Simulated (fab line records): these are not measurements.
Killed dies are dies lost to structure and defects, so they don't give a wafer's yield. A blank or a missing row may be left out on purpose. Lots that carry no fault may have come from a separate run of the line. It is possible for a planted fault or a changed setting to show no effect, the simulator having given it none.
Which of the tools did it? -- flow nand-harc -- 11 lots with 33 wafers sampled at 5 steps, on a route of 1302 steps

## WHAT EACH GAUGE READ, for each wafer
NHARC_END_SORT_01. Usual: defect-limited-yield 90.7 %, standard deviation 2.6; killed-at-array 59, standard deviation 17; killed-at-other 0.7, standard deviation 0.9; killed-at-periphery 3.6, standard deviation 2.3; killed-dies 63, standard deviation 18; killed-open 3.4, standard deviation 1.9; killed-short 2.6, standard deviation 1.7.
lot,measured,on,defect-limited-yield (%),killed-at-array,killed-at-other,killed-at-periphery,killed-dies,killed-open,killed-short,flag
L203,day 28 04:59,prober-02,93.5 94.2 94.5,40 33 33,1 3 1,3 3 3,44 39 37,2 5 3,1 3 2,
L204,day 29 13:07,prober-02,0.1 94.2 93.1,33 39 44,640 0 0,3 0 3,676 39 47,0 4 9,1 2 2,OFF
L207,day 29 20:34,prober-02,0.1 87.1 88.2,70 79 71,603 1 0,3 7 9,676 87 80,5 5 3,2 2 5,OFF

## TOOL THAT RAN EACH LOT (tool first, then ch and the chambers of the sampled wafers, then the start)
lot,NHARC_A_BONDPAD_PVD_17,NHARC_THIN_TSV_DESCUM_14,NHARC_THIN_TSV_ETCH_44,NHARC_THIN_TSV_ANNEAL_52
L195,"pvd-sputter-03, day 24 03:37 or earlier","rie-diel-10 ch 0,2,3, day 24 03:37","rie-diel-10 ch 0,1, day 24 03:44","rtp-anneal-02 ch 0, day 24 07:28"
L201,"pvd-sputter-03, day 26 14:23 or earlier","rie-diel-10 ch 1,2, day 26 14:23","rie-diel-10 ch 1,2,3, day 26 14:28","rtp-anneal-02 ch 0, day 26 18:22"
L200,"pvd-sputter-03, day 26 18:57 or earlier","rie-diel-10 ch 0,1, day 26 18:57","rie-diel-10 ch 0,3, day 26 19:08","rtp-anneal-02 ch 0, day 26 23:19"
L203,"pvd-sputter-02, day 27 11:06 or earlier","rie-diel-10 ch 0,2,3, day 27 11:06","rie-diel-10 ch 0,1,3, day 27 11:17","rtp-anneal-01 ch 0, day 27 14:56"
L202,"pvd-sputter-03, day 27 19:10 or earlier","rie-diel-02 ch 0,1, day 27 19:10","rie-diel-02 ch 2,3, day 27 19:17","rtp-anneal-02 ch 0, day 27 23:17"
L204,"pvd-sputter-03, day 28 21:39 or earlier","rie-diel-10 ch 0,1,2, day 28 21:39","rie-diel-10 ch 0,1,2, day 28 21:53","rtp-anneal-02 ch 0, day 29 01:44"
L207,"pvd-sputter-01, day 29 04:54 or earlier","rie-diel-10 ch 0,1,3, day 29 04:54","rie-diel-10 ch 0,1,3, day 29 05:04","rtp-anneal-01 ch 0, day 29 08:52"
L210,"pvd-sputter-01, day 31 05:57 or earlier","rie-diel-05 ch 0,2,3, day 31 05:57","rie-diel-05 ch 0,1,2, day 31 06:02","rtp-anneal-02 ch 0, day 31 09:53"
L214,"pvd-sputter-02, day 33 01:26 or earlier","rie-diel-02 ch 1,2,3, day 33 01:26","rie-diel-02 ch 0,1,3, day 33 01:38","rtp-anneal-01 ch 0, day 33 05:44"
L216,"pvd-sputter-03, day 33 02:58 or earlier","rie-diel-10 ch 0,2, day 33 02:58","rie-diel-10 ch 0,3, day 33 03:02","rtp-anneal-01 ch 0, day 33 06:59"
L217,"pvd-sputter-01, day 33 10:02 or earlier","rie-diel-02 ch 0,2, day 33 10:02","rie-diel-02 ch 2,3, day 33 10:07","rtp-anneal-01 ch 0, day 33 13:55"
- NHARC_A_BONDPAD_PVD_17: deposits TaN, target thk 5 nm, time 8.06 s.
- NHARC_THIN_TSV_DESCUM_14: chemistry O2, time 3 s.
- NHARC_THIN_TSV_ETCH_44: etches the open film in CF4/O2, target depth 1594.2 nm, time 797.1 s.
- NHARC_THIN_TSV_ANNEAL_52: time 90 s.

## WHAT THE TOOLS THEMSELVES READ (means of the sampled wafers that have a number; where no wafer has one, the mark that the record gives instead)
NHARC_A_BONDPAD_PVD_17. Usual: cathode-dc-power-W 15000 W, standard deviation 3; throttle-valve-pct 29.7 %, standard deviation 1.1.
lot,tool,cathode-dc-power-W (W),throttle-valve-pct (%),flag
L195,pvd-sputter-03,15002,28.9,
L201,pvd-sputter-03,15000,29.1,
L200,pvd-sputter-03,15005,29.5,
L203,pvd-sputter-02,15000,28.7,
L202,pvd-sputter-03,14999,28.9,
L204,pvd-sputter-03,14998,30.8,
L207,pvd-sputter-01,14997,30.3,
L210,pvd-sputter-01,15000,30.2,
L214,pvd-sputter-02,15001,29.4,
L216,pvd-sputter-03,14999,29.2,
L217,pvd-sputter-01,15002,31.2,

NHARC_THIN_TSV_DESCUM_14. Usual: chamber-pressure-mTorr 60.00 mTorr, standard deviation 0.056; drypump-motor-current-A 5.7 A, standard deviation 0.39; oes-product-au 0.996 a.u., standard deviation 0.0067; rf-vpp-V 57.9 V, standard deviation 0.82; showerhead-plenum-p-Torr 1.93 Torr, standard deviation 0.072; throttle-valve-pct 11.312 %, standard deviation 0.0093.
lot,tool,chamber-pressure-mTorr (mTorr),drypump-motor-current-A (A),oes-product-au (a.u.),rf-vpp-V (V),showerhead-plenum-p-Torr (Torr),throttle-valve-pct (%),flag
L195,rie-diel-10,60.01,5.8,0.992,57.4,1.87,11.305,
L201,rie-diel-10,59.99,6.0,1.002,57.5,1.84,11.315,
L200,rie-diel-10,60.00,5.7,0.999,57.7,1.87,11.308,
L203,rie-diel-10,59.95,5.8,0.995,57.7,1.87,11.312,
L202,rie-diel-02,59.99,5.3,0.994,58.6,1.98,11.309,
L204,rie-diel-10,60.02,5.9,1.003,57.8,1.84,11.312,
L207,rie-diel-10,60.00,5.7,0.998,57.3,1.89,11.306,
L210,rie-diel-05,59.98,5.6,0.997,57.9,1.97,11.322,
L214,rie-diel-02,60.02,5.9,0.999,58.4,2.01,11.311,
L216,rie-diel-10,60.06,5.8,1.000,57.9,1.84,11.306,
L217,rie-diel-02,60.00,6.0,0.996,57.2,1.93,11.300,

NHARC_THIN_TSV_ETCH_44. Usual: chamber-pressure-mTorr 30.001 mTorr, standard deviation 0.027; drypump-motor-current-A 5.8 A, standard deviation 0.39; oes-product-au 0.998 a.u., standard deviation 0.0068; rf-vpp-V 795 V, standard deviation 4; showerhead-plenum-p-Torr 1.85 Torr, standard deviation 0.064; throttle-valve-pct 16.915 %, standard deviation 0.0087.
lot,tool,chamber-pressure-mTorr (mTorr),drypump-motor-current-A (A),oes-product-au (a.u.),rf-vpp-V (V),showerhead-plenum-p-Torr (Torr),throttle-valve-pct (%),flag
L195,rie-diel-10,30.004,5.7,0.998,792,1.79,16.920,
L201,rie-diel-10,29.997,5.9,1.002,791,1.79,16.916,
L200,rie-diel-10,30.014,5.6,1.001,795,1.84,16.914,
L203,rie-diel-10,30.003,5.7,1.002,793,1.81,16.920,
L202,rie-diel-02,30.017,6.3,0.995,799,1.93,16.920,
L204,rie-diel-10,29.973,5.9,0.956,791,1.76,16.916,OFF
L207,rie-diel-10,30.007,5.7,0.960,793,1.81,16.909,OFF
L210,rie-diel-05,30.012,5.5,0.997,798,1.88,16.910,
L214,rie-diel-02,30.017,5.7,0.993,799,1.90,16.914,
L216,rie-diel-10,29.991,5.6,1.000,793,1.82,16.907,
L217,rie-diel-02,30.013,6.4,0.999,798,1.90,16.913,

NHARC_THIN_TSV_ANNEAL_52. Usual: anneal-temp-c-max 226.0, standard deviation 0.52; wafer_temp_C_max 226.3, standard deviation 0.47.
lot,tool,anneal-temp-c-max,wafer_temp_C_max,flag
L195,rtp-anneal-02,226.4,226.0,
L201,rtp-anneal-02,226.6,225.9,
L200,rtp-anneal-02,226.7,225.9,
L203,rtp-anneal-01,225.6,226.4,
L202,rtp-anneal-02,226.5,226.0,
L204,rtp-anneal-02,226.7,226.0,
L207,rtp-anneal-01,225.6,227.0,
L210,rtp-anneal-02,226.8,225.6,
L214,rtp-anneal-01,225.6,226.4,
L216,rtp-anneal-01,225.5,226.7,
L217,rtp-anneal-01,225.5,226.8,

## THE ANSWER, worked out from the rows above alone
Rule: a lot is off if the mean of its wafers that have a number lies more than 3 standard deviations from the usual mean. A lot without any number at a reading at which 4 lots or more have one is off too. The other lots that the step has rows for count as sound. After the gauges, taken in route order, come the tools' own readings; for these a lot's mean is taken, as printed above. The first step at which some lot is off is used, and at that step the reading that is off furthest; a lot without a number counts as furthest.
Off: L204, L207, at NHARC_END_SORT_01 (killed-at-other). Neither off nor sound, because the step has no rows for them: L195, L201, L200, L202, L210, L214, L216, L217.
A tool fits if, at a process step before that reading, it ran every lot that is off, and no sound lot after the first of them. The gauges at NHARC_END_SORT_01 aren't tried: what is off there is off at NHARC_THIN_TSV_ETCH_44 too, on other tools, and a gauge's error can't cause that. With no start given for some of its lots, NHARC_A_BONDPAD_PVD_17 uses the hours and lot order of NHARC_THIN_TSV_DESCUM_14. One fits: NHARC_THIN_TSV_DESCUM_14 and NHARC_THIN_TSV_ETCH_44 on rie-diel-10. At NHARC_THIN_TSV_DESCUM_14 its last sound lot is L203 (day 27 11:06), its first lot that is off L204 (day 28 21:39): a fault that began between those two fits.

## WHAT THE SIMULATOR HAD INSERTED
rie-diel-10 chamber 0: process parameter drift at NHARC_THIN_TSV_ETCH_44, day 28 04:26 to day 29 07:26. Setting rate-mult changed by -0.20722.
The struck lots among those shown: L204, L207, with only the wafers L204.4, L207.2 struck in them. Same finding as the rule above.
